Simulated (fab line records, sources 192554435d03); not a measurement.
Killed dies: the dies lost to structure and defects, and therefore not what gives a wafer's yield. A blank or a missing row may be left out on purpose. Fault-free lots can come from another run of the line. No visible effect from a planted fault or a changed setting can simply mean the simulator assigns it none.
fab line records    flow n5Finfet
record: lots: 7  wafers: 21
route steps=1938 shown PMOS_HMC_CHANNEL_EPI@63 FIN_CUT@157 STI_FIN_REVEAL@190 SD_EPI_N@278 SD_ACTIVATION@330 SDB@350
startH: start of the lot's first displayed wafer, in hours after the record's first day    waitH: time in hours since the lot's previous step    " unchanged from the row above    L1.1+2: a row that stands for several wafers    - no value, or no start given    * or withheld: withheld    < > ~ a bound
route shown NAME@n: NAME is a module with steps in the file, n the number in the route of the first one    usual: mean/standard deviation of fault-free wafers    same: alike in all rows    chamber/n: place in a boat    sites: each site's reading    _std_site: the standard deviation of these    _edge_site: the outer-site mean with the inner-site mean subtracted    radiusMm: for every site, how far away it sits from the centre of the wafer    mask NAME#n: copy n    behind: the tool/chamber that last shaped the wafer    hold: reason for holding the lot/hours on hold/outcome of the hold    device: names the non-switching transistor (n, p or np)    end of line: the tests these same wafers got at the end of their route    for a step that has no rows: nothing shown but its recipe    killed: the dies lost at the first sort to structure and to defects; this is not the yield of the wafer    map: a wafer's dies, marking killed ones x, the rest . and places with no die _
set.NAME: the setting as run; set.NAME@STEP: as run at that earlier step    model.NAME: the simulator's own value behind a step, which no gauge read
lots whose settings were changed on purpose; a table a step, a row a wafer
== steps ==
step: N5_PMOS_HMC_CHANNEL_EPI_PEB_07
recipe: pebTempC: 110  pebTimeS: 60  resist: CAR-ArF-block
lot.wafer   tool           chamber  startH  waitH  set.pebTimeS
L074.1+4+5  lithoTrack-05  0        17.09   0.1    60
L075.3+4+5  lithoTrack-01  0        23.44   0.0    60
L085.2+4    lithoTrack-01  0        83.03   0.0    60
L085.3      "              0        "       "      67.97
L086.2+3+4  lithoTrack-01  0        89.11   0.0    60
L089.2+5    lithoTrack-01  0        107.98  0.0    60
L089.4      "              0        "       "      52.06
L095.3      lithoTrack-01  0        143.38  0.0    49.52
L095.4+5    "              0        "       "      60
L096.3+5    lithoTrack-01  0        148.94  0.0    64.42
L096.6      "              0        "       "      60
step: N5_PMOS_HMC_CHANNEL_EPI_DEVELOP_08
recipe: developTimeS: 30  developer: TMAH  resist: CAR-ArF-block  devTempC: 23  rinseLiquid: diw  dry: airSpin
lot.wafer   tool           chamber  startH  waitH  set.developTimeS
L074.1      lithoTrack-05  0        -       -      30
L074.4+5    "              0        "       "      33.11
L075.3+4+5  lithoTrack-01  0        -       -      30
L085.2+3    lithoTrack-01  0        -       -      30
L085.4      "              0        "       "      33.71
L086.2      lithoTrack-01  0        -       -      33.67
L086.3+4    "              0        "       "      30
L089.2      lithoTrack-01  0        -       -      30
L089.4+5    "              0        "       "      32.17
L095.3+5    lithoTrack-01  0        -       -      30
L095.4      "              0        "       "      25.63
L096.3      lithoTrack-01  0        -       -      24.31
L096.5+6    "              0        "       "      30
step: N5_PMOS_HMC_CHANNEL_EPI_CD_MEAS_09
recipe: targetCdNm: 237.4  landingEnergyEv: 500  detector: seInlens
usual: cdNm: 237.4/0.96
lot.wafer  tool      chamber  startH  waitH  set.pebTimeS@PMOS_HMC_CHANNEL_EPI_PEB_07  cdNm
L074.1     cdSem-02  0        17.15   -      60                                        235.5
L074.4     "         0        "       "      60                                        238.7
L074.5     "         0        "       "      60                                        237.3
L075.3     cdSem-01  0        23.51   -      60                                        237.3
L075.4     "         0        "       "      60                                        237.6
L075.5     "         0        "       "      60                                        237.2
L085.2     cdSem-02  0        83.09   -      60                                        237.5
L085.3     "         0        "       "      67.97                                     242.2
L085.4     "         0        "       "      60                                        237.9
L086.2     cdSem-02  0        89.18   -      60                                        238.6
L086.3     "         0        "       "      60                                        236.5
L086.4     "         0        "       "      60                                        239.0
L089.2     cdSem-01  0        108.04  -      60                                        237.7
L089.4     "         0        "       "      52.06                                     232.5
L089.5     "         0        "       "      60                                        237.6
L095.3     cdSem-02  0        143.44  -      49.52                                     229.6
L095.4     "         0        "       "      60                                        235.8
L095.5     "         0        "       "      60                                        236.8
L096.3     cdSem-03  0        149.00  -      64.42                                     237.5
L096.5     "         0        "       "      64.42                                     238.8
L096.6     "         0        "       "      60                                        237.8
step: N5_PMOS_HMC_CHANNEL_EPI_DESCUM_14
recipe: chemistry: O2  timeS: 7.9  sourcePowerW: 50  biasPowerW: 20  pressureMtorr: 20  rfFrequencyHz: 2.712e+07  tempC: 40  resist: CAR-ArF-block  o2FlowSccm: 225
lot.wafer  tool        chamber  startH  waitH  set.pebTimeS@PMOS_HMC_CHANNEL_EPI_PEB_07  model.PMOS_HMC_CHANNEL_EPI.cdNm
L074.1     rieDiel-05  3        17.24   0.0    60                                        235.5
L074.4     "           2        "       "      60                                        238.8
L074.5     "           1        "       "      60                                        237.1
L075.3     rieDiel-02  0        23.59   0.0    60                                        237.4
L075.4     "           3        "       "      60                                        237.7
L075.5     "           3        "       "      60                                        237.1
L085.2     rieDiel-01  1        83.21   0.1    60                                        237.2
L085.3     "           0        "       "      67.97                                     242.1
L085.4     "           0        "       "      60                                        238
L086.2     rieDiel-02  0        89.27   0.0    60                                        238.1
L086.3     "           3        "       "      60                                        236.2
L086.4     "           2        "       "      60                                        239.1
L089.2     rieDiel-02  1        108.13  0.0    60                                        237.5
L089.4     "           3        "       "      52.06                                     232.8
L089.5     "           0        "       "      60                                        237.6
L095.3     rieDiel-02  2        143.82  0.3    49.52                                     229.7
L095.4     "           3        "       "      60                                        235.9
L095.5     "           2        "       "      60                                        236.9
L096.3     rieDiel-05  2        149.09  0.0    64.42                                     237.9
L096.5     "           0        "       "      64.42                                     238.6
L096.6     "           2        "       "      60                                        238
step: N5_PMOS_HMC_CHANNEL_EPI_ETCH_32
recipe: chemistry: N2/H2  target: BARC  stopOn: SiO2  targetDepthA: 858  overEtchFrac: 0.3  timeS: 50.3  ionEnergyEv: 200  maskMaterial: CAR-ArF-block  pressureMtorr: 30  sourceW: 840  biasW: 150  n2FlowSccm: 200  h2FlowSccm: 200
lot.wafer  tool        chamber  startH  waitH  set.pebTimeS@PMOS_HMC_CHANNEL_EPI_PEB_07  model.PMOS_HMC_CHANNEL_EPI.cdNm
L074.1     rieDiel-05  3        17.28   0.0    60                                        238.2
L074.4     "           2        "       "      60                                        241.1
L074.5     "           1        "       "      60                                        240.4
L075.3     rieDiel-02  0        23.63   0.0    60                                        240.8
L075.4     "           3        "       "      60                                        240.4
L075.5     "           3        "       "      60                                        240
L085.2     rieDiel-01  1        83.24   0.0    60                                        239.6
L085.3     "           0        "       "      67.97                                     244.6
L085.4     "           0        "       "      60                                        240.6
L086.2     rieDiel-02  0        89.30   0.0    60                                        240.6
L086.3     "           3        "       "      60                                        239.7
L086.4     "           2        "       "      60                                        241
L089.2     rieDiel-02  1        108.16  0.0    60                                        240.7
L089.4     "           3        "       "      52.06                                     236.7
L089.5     "           0        "       "      60                                        240.6
L095.3     rieDiel-02  2        143.85  0.0    49.52                                     232.1
L095.4+5   "           3,2      "       "      60                                        238.8
L096.3     rieDiel-05  2        149.12  0.0    64.42                                     240.6
L096.5     "           0        "       "      64.42                                     241.4
L096.6     "           2        "       "      60                                        240.4
step: N5_PMOS_HMC_CHANNEL_EPI_HM_OPEN_15
recipe: chemistry: CHF3/O2  target: SiO2  maskMaterial: CAR-ArF-block  targetDepthA: 406  CHF3_flow_sccm: 50  O2_flow_sccm: 5  Ar_flow_sccm: 200  timeS: 20.3  pressureMtorr: 30  sourceW: 650  biasW: 170  ionEnergyEv: 200
step: N5_PMOS_HMC_CHANNEL_EPI_STRIP_33
recipe: chemistry: N2/H2  powerW: 500  tempC: 40  pressureMtorr: 50  rfFrequencyHz: 6e+07  overashFraction: 0.3  biasPowerW: 8  h2Frac: 0.5  n2FlowSccm: 300  h2FlowSccm: 300
step: N5_PMOS_HMC_CHANNEL_EPI_STRIP_17
recipe: chemistry: SPM  timeS: 750  tempC: 130  h2so4H2o2VolRatio: 4  dry: ipaMarangoni
step: N5_PMOS_HMC_CHANNEL_EPI_ETCH_38
recipe: chemistry: CF4  target: SiO2  targetDepthA: 15  ionEnergyEv: 350  pressureMtorr: 10  icpW: 800  biasW: 400  cf4FlowSccm: 80
lot.wafer  tool      chamber  startH  waitH  set.pebTimeS@PMOS_HMC_CHANNEL_EPI_PEB_07  model.PMOS_HMC_CHANNEL_EPI.cdNm
L074.1     rieSi-03  1        17.68   0.0    60                                        238.2
L074.4     "         3        "       "      60                                        241
L074.5     "         0        "       "      60                                        240.6
L075.3     rieSi-04  1        24.03   0.0    60                                        240.7
L075.4     "         1        "       "      60                                        240.4
L075.5     "         3        "       "      60                                        240
L085.2     rieSi-05  0        83.64   0.0    60                                        239.7
L085.3     "         1        "       "      67.97                                     244.5
L085.4     "         3        "       "      60                                        240.6
L086.2     rieSi-03  3        89.70   0.0    60                                        240.5
L086.3     "         1        "       "      60                                        239.6
L086.4     "         2        "       "      60                                        241.1
L089.2+5   rieSi-05  1,3      108.57  0.0    60                                        240.6
L089.4     "         0        "       "      52.06                                     236.7
L095.3     rieSi-04  3        144.25  0.0    49.52                                     232.1
L095.4     "         1        "       "      60                                        238.7
L095.5     "         3        "       "      60                                        238.8
L096.3     rieSi-05  3        149.52  0.0    64.42                                     240.5
L096.5     "         2        "       "      64.42                                     241.3
L096.6     "         3        "       "      60                                        240.4
step: N5_FIN_CUT_COAT_02
recipe: resist: CAR-EUV  spinRpm: 1500  resistThkNm: 30
lot.wafer   tool           chamber  startH  waitH  set.spinRpm  model.CAR-EUV_of_FIN_CUT_COAT_02.thkNm
L074.1+5    lithoTrack-05  0        -       -      1500         30
L074.4      "              0        "       "      1558         29.4
L075.3+4+5  lithoTrack-01  0        -       -      1500         30
L085.2+3    lithoTrack-02  0        -       -      1604         29
L085.4      "              0        "       "      1500         30
L086.2      lithoTrack-02  0        -       -      1500         30
L086.3+4    "              0        "       "      1500         29.8
L089.2+5    lithoTrack-02  0        -       -      1500         30
L089.4      "              0        "       "      1544         29.6
L095.3      lithoTrack-02  0        -       -      1565         29.4
L095.4      "              0        "       "      1565         29.2
L095.5      "              0        "       "      1500         30
L096.3      lithoTrack-05  0        -       -      1500         30
L096.5      "              0        "       "      1654         28.6
L096.6      "              0        "       "      1500         29.8
step: N5_FIN_CUT_EBR_04
recipe: solvent: PGMEA  ebrWidthMm: 1.5
step: N5_FIN_CUT_SOFTBAKE_03
recipe: tempC: 110  timeS: 60  resist: CAR-EUV
step: N5_FIN_CUT_DESCUM_13
recipe: chemistry: O2  timeS: 7  sourcePowerW: 50  biasPowerW: 20  pressureMtorr: 20  rfFrequencyHz: 2.712e+07  tempC: 40  resist: CAR-EUV  o2FlowSccm: 225
step: N5_FIN_CUT_ETCH_30
recipe: chemistry: N2/H2  target: underlayer  targetDepthA: 130  maskMaterial: CAR-EUV  timeS: 10.4  ionEnergyEv: 200  pressureMtorr: 30  sourceW: 840  biasW: 150  n2FlowSccm: 200  h2FlowSccm: 200  ends: cleared
lot.wafer   tool        chamber  startH  waitH  set.spinRpm@FIN_CUT_COAT_02  model.CAR-EUV_of_FIN_CUT_COAT_02.thkNm
L074.1+5    rieDiel-05  3,0      27.34   0.0    1500                         14.4
L074.4      "           1        "       "      1558                         14.2
L075.3+4+5  rieDiel-01  0,2,3    36.19   0.0    1500                         14.6
L085.2      rieDiel-05  2        95.25   0.0    1604                         13.8
L085.3      "           3        "       "      1604                         13.6
L085.4      "           0        "       "      1500                         14.4
L086.2      rieDiel-02  1        101.47  0.0    1500                         14.6
L086.3+4    "           0,3      "       "      1500                         14.4
L089.2+5    rieDiel-01  3        118.26  0.0    1500                         14.6
L089.4      "           2        "       "      1544                         14.2
L095.3+4    rieDiel-01  3,0      153.90  0.0    1565                         14
L095.5      "           3        "       "      1500                         14.6
L096.3      rieDiel-01  3        158.25  0.0    1500                         14.6
L096.5      "           0        "       "      1654                         13.2
L096.6      "           1        "       "      1500                         14.4
step: N5_STI_FIN_REVEAL_ETCHBACK_08
recipe: chemistry: C4F6/O2  target: SiO2  targetDepthA: 305  timeS: 10.167  ionEnergyEv: 250  pressureMtorr: 30  sourceW: 345  biasW: 185  Ar_flow_sccm: 300  C4F6_flow_sccm: 10  O2_flow_sccm: 10
lot.wafer   tool        chamber  startH  waitH  set.timeS
L074.1+4    rieDiel-03  0,3      33.91   0.2    8.247
L074.5      "           3        "       "      10.167
L075.3+4+5  rieDiel-03  2,0,2    45.09   0.2    10.167
L085.2+3+4  rieDiel-03  2,3,0    102.28  0.3    10.167
L086.2+4    rieDiel-04  0,2      108.07  0.2    10.167
L086.3      "           1        "       "      11.8
L089.2+4+5  rieDiel-04  2,3,0    125.15  0.2    10.167
L095.3+4+5  rieDiel-03  3,1,3    161.54  0.2    10.167
L096.3      rieDiel-06  1        164.81  0.1    8.809
L096.5+6    "           3,0      "       "      10.167
step: N5_STI_FIN_REVEAL_PRECLEAN_17
recipe: chemistry: NF3:NH3  afsCycles: 1  tempC: 30  timeS: 20  sublimationTempC: 180  sublimationTimeS: 60  pressureTorr: 3  rfPowerW: 30
lot.wafer   tool             chamber  startH  waitH  set.timeS
L074.1      remotePlasma-02  0        36.07   0.0    20
L074.4+5    "                0        "       "      17.67
L075.3+4+5  remotePlasma-02  1        47.30   0.1    20
L085.2      remotePlasma-02  0        104.47  0.1    17.84
L085.3+4    "                0        "       "      20
L086.2+4    remotePlasma-01  1        110.24  0.1    20
L086.3      "                1        "       "      17.13
L089.2+4    remotePlasma-02  0        127.32  0.1    20
L089.5      "                0        "       "      16.17
L095.3+5    remotePlasma-02  0        163.74  0.1    23.17
L095.4      "                0        "       "      20
L096.3+5    remotePlasma-02  0        167.01  0.1    23.78
L096.6      "                0        "       "      20
step: N5_STI_FIN_REVEAL_ETCH_34
recipe: chemistry: H2  mode: isotropic  material: Si  target: Si  targetDepthA: 9.7  tempC: 20  pressureMtorr: 4.5  icpW: 300  biasW: 0  h2FlowSccm: 7.5  heFlowSccm: 142.5
step: N5_STI_FIN_REVEAL_OXIDATION_31
recipe: chemistry: O2_PLASMA_REMOTE  tempC: 150  timeS: 20  pressureMtorr: 1000  sourcePowerW: 2000  o2FlowSccm: 3000
step: N5_STI_FIN_REVEAL_SRD_23
recipe: dry: ipaMarangoni  timeS: 30  tempC: 23  rinseLiquid: diw
step: N5_STI_FIN_REVEAL_FIN_H_MEAS_10
usual: trenchDepthNm: 51.8/0.67
lot.wafer  tool    chamber  startH  waitH  set.timeS@STI_FIN_REVEAL_ETCHBACK_08  trenchDepthNm
L074.1     ocd-01  -        36.88   0.0    8.247                                 46.1
L074.4     "       -        "       "      8.247                                 46.7
L074.5     "       -        "       "      10.167                                52.0
L075.3     ocd-02  -        48.05   0.0    10.167                                52.3
L075.4     "       -        "       "      10.167                                52.5
L075.5     "       -        "       "      10.167                                51.6
L085.2     ocd-02  -        105.38  0.0    10.167                                51.4
L085.3     "       -        "       "      10.167                                51.4
L085.4     "       -        "       "      10.167                                50.9
L086.2     ocd-01  -        111.05  0.0    10.167                                51.7
L086.3     "       -        "       "      11.8                                  55.9
L086.4     "       -        "       "      10.167                                50.8
L089.2     ocd-02  -        128.10  0.0    10.167                                50.9
L089.4     "       -        "       "      10.167                                51.7
L089.5     "       -        "       "      10.167                                51.0
L095.3     ocd-02  -        164.49  0.0    10.167                                52.4
L095.4     "       -        "       "      10.167                                52.2
L095.5     "       -        "       "      10.167                                52.5
L096.3     ocd-02  -        167.76  0.0    8.809                                 49.5
L096.5     "       -        "       "      10.167                                54.1
L096.6     "       -        "       "      10.167                                52.6
step: N5_SD_EPI_N_ETCH_45
recipe: chemistry: CH3F/O2  target: SiOCN  targetDepthA: 60  maskMaterial: SOC  ionEnergyEv: 60  biasW: 29  pressureMtorr: 15  sourceW: 410  Ar_flow_sccm: 150  CH3F_flow_sccm: 30  O2_flow_sccm: 20
lot.wafer  tool        chamber  startH  waitH  set.targetDepthA  model.etch.depthNm
L074.1     rieDiel-04  2        49.87   0.1    60                5.839
L074.4     "           0        "       "      60                6.052
L074.5     "           1        "       "      60                5.985
L075.3     rieDiel-04  2        59.57   0.1    60                5.821
L075.4     "           0        "       "      60                5.911
L075.5     "           0        "       "      60                5.968
L085.2     rieDiel-06  3        117.04  0.1    60                6.224
L085.3     "           2        "       "      60                6.009
L085.4     "           2        "       "      60                6.001
L086.2     rieDiel-04  2        122.45  0.1    60                5.791
L086.3     "           0        "       "      60                5.98
L086.4     "           1        "       "      56.51             5.61
L089.2     rieDiel-03  1        140.23  0.1    60                6.115
L089.4     "           3        "       "      66.2              6.611
L089.5     "           3        "       "      66.2              6.66
L095.3     rieDiel-03  3        176.22  0.1    55.91             5.659
L095.4     "           0        "       "      55.91             5.591
L095.5     "           1        "       "      60                6.149
L096.3     rieDiel-03  3        180.62  0.1    60                5.993
L096.5     "           3        "       "      60                6.016
L096.6     "           2        "       "      60                5.998
step: N5_SD_EPI_N_EPI_21
recipe: material: Si:P  dopant: P  tempC: 680  pressureTorr: 255  timeS: 690
lot.wafer  tool         chamber  startH  waitH  set.epiGrowthTimeS  model.Si-P_of_SD_EPI_N_EPI_21.thkNm
L074.1     epiRpcvd-04  0        51.03   0.1    756.8               63.6
L074.4     "            0        "       "      690                 59.2
L074.5     "            0        "       "      756.8               63.2
L075.3     epiRpcvd-02  0        61.65   0.9    690                 58.2
L075.4     "            0        "       "      690                 58.4
L075.5     "            0        "       "      690                 59
L085.2     epiRpcvd-04  0        119.41  0.7    690                 59.6
L085.3     "            0        "       "      648.7               56.6
L085.4     "            0        "       "      690                 59.4
L086.2     epiRpcvd-02  0        124.12  0.4    620.4               54.4
L086.3     "            0        "       "      620.4               55.2
L086.4     "            0        "       "      620.4               55.4
L089.2     epiRpcvd-02  0        141.97  0.5    659.6               56.6
L089.4     "            0        "       "      659.6               57.4
L089.5     "            0        "       "      659.6               57
L095.3     epiRpcvd-02  0        177.94  0.7    753.3               63
L095.4+5   "            0        "       "      690                 59.4
L096.3     epiRpcvd-02  0        182.34  0.7    637                 56
L096.5+6   "            0        "       "      690                 59
step: N5_SD_EPI_N_PRECLEAN_24
recipe: chemistry: O3/DIW  timeS: 60  tempC: 22  o3Ppm: 10
lot.wafer  tool         chamber  startH  waitH  set.epiGrowthTimeS@SD_EPI_N_EPI_21  model.Si-P_of_SD_EPI_N_EPI_21.thkNm
L074.1     wetBench-05  0        52.78   0.0    756.8                               63
L074.4     "            7        "       "      690                                 58.8
L074.5     "            4        "       "      756.8                               62.8
L075.3     wetBench-01  6        63.24   0.0    690                                 57.8
L075.4     "            5        "       "      690                                 58
L075.5     "            7        "       "      690                                 58.6
L085.2     wetBench-02  0        121.98  0.0    690                                 59.2
L085.3     "            4        "       "      648.7                               56.2
L085.4     "            5        "       "      690                                 59
L086.2     wetBench-02  7        125.59  0.0    620.4                               54
L086.3     "            6        "       "      620.4                               54.8
L086.4     "            0        "       "      620.4                               55
L089.2     wetBench-05  0        143.91  0.0    659.6                               56.2
L089.4     "            4        "       "      659.6                               57
L089.5     "            7        "       "      659.6                               56.6
L095.3     wetBench-02  3        179.13  0.0    753.3                               62.6
L095.4+5   "            4,1      "       "      690                                 59
L096.3     wetBench-01  3        183.53  0.0    637                                 55.6
L096.5+6   "            4,2      "       "      690                                 58.6
step: N5_SD_EPI_N_SRD_25
recipe: timeS: 30  tempC: 23  rinseLiquid: diw  dry: ipaMarangoni
step: N5_SD_EPI_N_PRECLEAN_49
recipe: chemistry: NF3:NH3  afsCycles: 1  tempC: 30  timeS: 20  sublimationTempC: 180  sublimationTimeS: 60  pressureTorr: 3  rfPowerW: 30
step: N5_SD_ACTIVATION_RTA_00
recipe: tempC: 975  timeS: 0  ambient: N2  idleTempC: 600  rampUpCPerS: 150  rampDownCPerS: 60  coolToC: 600
step: N5_SD_ACTIVATION_LSA_01
recipe: tempC: 1080  timeS: 0.0008  ambient: N2
step: N5_SD_ACTIVATION_RS_MEAS_03
recipe: thkMeasGauge: four-point-probe
usual: RS_SD_N: 21.92/0.25  RS_SD_P: 56.0/0.86
lot.wafer  tool          chamber  startH  waitH  set.epiGrowthTimeS@SD_EPI_N_EPI_21  RS_SD_N[ohm/sq]  RS_SD_P[ohm/sq]
L074.1     filmMetro-02  -        59.02   0.2    756.8                               20.27            55.3
L074.4     "             -        "       "      690                                 21.87            55.5
L074.5     "             -        "       "      756.8                               20.55            54.8
L075.3     filmMetro-01  -        69.14   0.2    690                                 22.20            56.1
L075.4     "             -        "       "      690                                 22.22            55.4
L075.5     "             -        "       "      690                                 21.97            55.7
L085.2     filmMetro-01  -        127.48  0.2    690                                 21.80            56.3
L085.3     "             -        "       "      648.7                               22.89            57.0
L085.4     "             -        "       "      690                                 22.01            56.6
L086.2     filmMetro-01  -        132.96  0.2    620.4                               23.73            54.5
L086.3     "             -        "       "      620.4                               23.46            54.5
L086.4     "             -        "       "      620.4                               23.16            55.3
L089.2     filmMetro-01  -        150.07  0.2    659.6                               22.89            56.5
L089.4     "             -        "       "      659.6                               22.52            55.8
L089.5     "             -        "       "      659.6                               22.60            56.7
L095.3     filmMetro-02  -        185.24  0.2    753.3                               20.39            55.8
L095.4     "             -        "       "      690                                 21.59            56.3
L095.5     "             -        "       "      690                                 21.82            56.9
L096.3     filmMetro-01  -        190.29  0.2    637                                 23.35            56.9
L096.5     "             -        "       "      690                                 22.03            57.6
L096.6     "             -        "       "      690                                 22.21            56.4
step: N5_SDB_COAT_05
recipe: resist: CAR-ArF  spinRpm: 1500  resistThkNm: 90
lot.wafer  tool           chamber  startH  waitH  set.spinRpm  model.CAR-ArF_of_SDB_COAT_05.thkNm
L074.1+4   lithoTrack-02  0        -       -      1666         85.2
L074.5     "              0        "       "      1666         85
L075.3+5   lithoTrack-02  0        -       -      1500         89.8
L075.4     "              0        "       "      1500         89.6
L085.2     lithoTrack-04  0        -       -      1500         90.4
L085.3     "              0        "       "      1500         90.6
L085.4     "              0        "       "      1647         86.4
L086.2     lithoTrack-03  0        -       -      1442         92.2
L086.3+4   "              0        "       "      1500         90.2
L089.2     lithoTrack-03  0        -       -      1598         87.2
L089.4+5   "              0        "       "      1500         90
L095.3     lithoTrack-03  0        -       -      1500         90.4
L095.4     "              0        "       "      1454         91.8
L095.5     "              0        "       "      1454         92
L096.3     lithoTrack-03  0        -       -      1664         86.2
L096.5     "              0        "       "      1664         85.6
L096.6     "              0        "       "      1664         86
step: N5_SDB_EBR_07
recipe: solvent: PGMEA  ebrWidthMm: 1.5
step: N5_SDB_SOFTBAKE_06
recipe: tempC: 110  timeS: 60  resist: CAR-ArF
step: N5_SDB_DESCUM_16
recipe: chemistry: O2  timeS: 7.9  sourcePowerW: 50  biasPowerW: 20  pressureMtorr: 20  rfFrequencyHz: 2.712e+07  tempC: 40  resist: CAR-ArF  o2FlowSccm: 225
step: N5_SDB_ETCH_17
recipe: chemistry: CF4  target: SiARC  targetDepthA: 234  maskMaterial: CAR-ArF  timeS: 39  ionEnergyEv: 80  pressureMtorr: 40  sourceW: 545  biasW: 36  Ar_flow_sccm: 100  cf4FlowSccm: 100  ends: cleared
lot.wafer   tool        chamber  startH  waitH  set.spinRpm@SDB_COAT_05  model.CAR-ArF_of_SDB_COAT_05.thkNm
L074.1      rieDiel-06  2        66.34   0.0    1666                     62
L074.4      "           3        "       "      1666                     61.8
L074.5      "           2        "       "      1666                     61.6
L075.3+4+5  rieDiel-06  1,1,0    77.21   0.0    1500                     66.4
L085.2      rieDiel-04  0        136.12  0.0    1500                     67
L085.3      "           3        "       "      1500                     67.2
L085.4      "           1        "       "      1647                     63
L086.2      rieDiel-04  3        140.19  0.0    1442                     68.8
L086.3+4    "           1,2      "       "      1500                     67
L089.2      rieDiel-04  1        157.59  0.0    1598                     63.6
L089.4+5    "           0        "       "      1500                     66.6
L095.3      rieDiel-04  0        192.83  0.0    1500                     67
L095.4      "           1        "       "      1454                     68.4
L095.5      "           3        "       "      1454                     68.6
L096.3+6    rieDiel-03  1        197.98  0.0    1664                     62.8
L096.5      "           2        "       "      1664                     62.4
== key ==
split: step: N5_PMOS_HMC_CHANNEL_EPI_PEB_07  setting: pebTimeS  stated: 60  by: wafer
response: step: N5_PMOS_HMC_CHANNEL_EPI_CD_MEAS_09  reading: cdNm  change: +0.35  per: 1%  r: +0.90
response: step: N5_PMOS_HMC_CHANNEL_EPI_DESCUM_14  reading: model.PMOS_HMC_CHANNEL_EPI.cdNm  change: +0.34  per: 1%  r: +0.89
response: step: N5_PMOS_HMC_CHANNEL_EPI_ETCH_32  reading: model.PMOS_HMC_CHANNEL_EPI.cdNm  change: +0.327  per: 1%  r: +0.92
response: step: N5_PMOS_HMC_CHANNEL_EPI_ETCH_38  reading: model.PMOS_HMC_CHANNEL_EPI.cdNm  change: +0.324  per: 1%  r: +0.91
split: step: N5_PMOS_HMC_CHANNEL_EPI_DEVELOP_08  setting: developTimeS  stated: 30  by: wafer
response none clear
split: step: N5_FIN_CUT_COAT_02  setting: spinRpm  stated: 1500  by: wafer
response: step: N5_FIN_CUT_COAT_02  reading: model.CAR-EUV_of_FIN_CUT_COAT_02.thkNm  change: -0.137  per: 1%  r: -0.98
response: step: N5_FIN_CUT_ETCH_30  reading: model.CAR-EUV_of_FIN_CUT_COAT_02.thkNm  change: -0.116  per: 1%  r: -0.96
split: step: N5_STI_FIN_REVEAL_ETCHBACK_08  setting: timeS  stated: 10.167  by: wafer
response: step: N5_STI_FIN_REVEAL_FIN_H_MEAS_10  reading: trenchDepthNm  change: +0.291  per: 1%  r: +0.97
split: step: N5_STI_FIN_REVEAL_PRECLEAN_17  setting: timeS  stated: 20  by: wafer
response none clear
split: step: N5_SD_EPI_N_ETCH_45  setting: targetDepthA  stated: 60  by: wafer
response: step: N5_SD_EPI_N_ETCH_45  reading: model.etch.depthNm  change: +0.0564  per: 1%  r: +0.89
split: step: N5_SD_EPI_N_EPI_21  setting: epiGrowthTimeS  stated: 690  by: wafer
response: step: N5_SD_EPI_N_EPI_21  reading: model.Si-P_of_SD_EPI_N_EPI_21.thkNm  change: +0.418  per: 1%  r: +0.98
response: step: N5_SD_EPI_N_PRECLEAN_24  reading: model.Si-P_of_SD_EPI_N_EPI_21.thkNm  change: +0.415  per: 1%  r: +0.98
response: step: N5_SD_ACTIVATION_RS_MEAS_03  reading: RS_SD_N  change: -0.152  per: 1%  r: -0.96
split: step: N5_SDB_COAT_05  setting: spinRpm  stated: 1500  by: wafer
response: step: N5_SDB_COAT_05  reading: model.CAR-ArF_of_SDB_COAT_05.thkNm  change: -0.434  per: 1%  r: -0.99
response: step: N5_SDB_ETCH_17  reading: model.CAR-ArF_of_SDB_COAT_05.thkNm  change: -0.437  per: 1%  r: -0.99
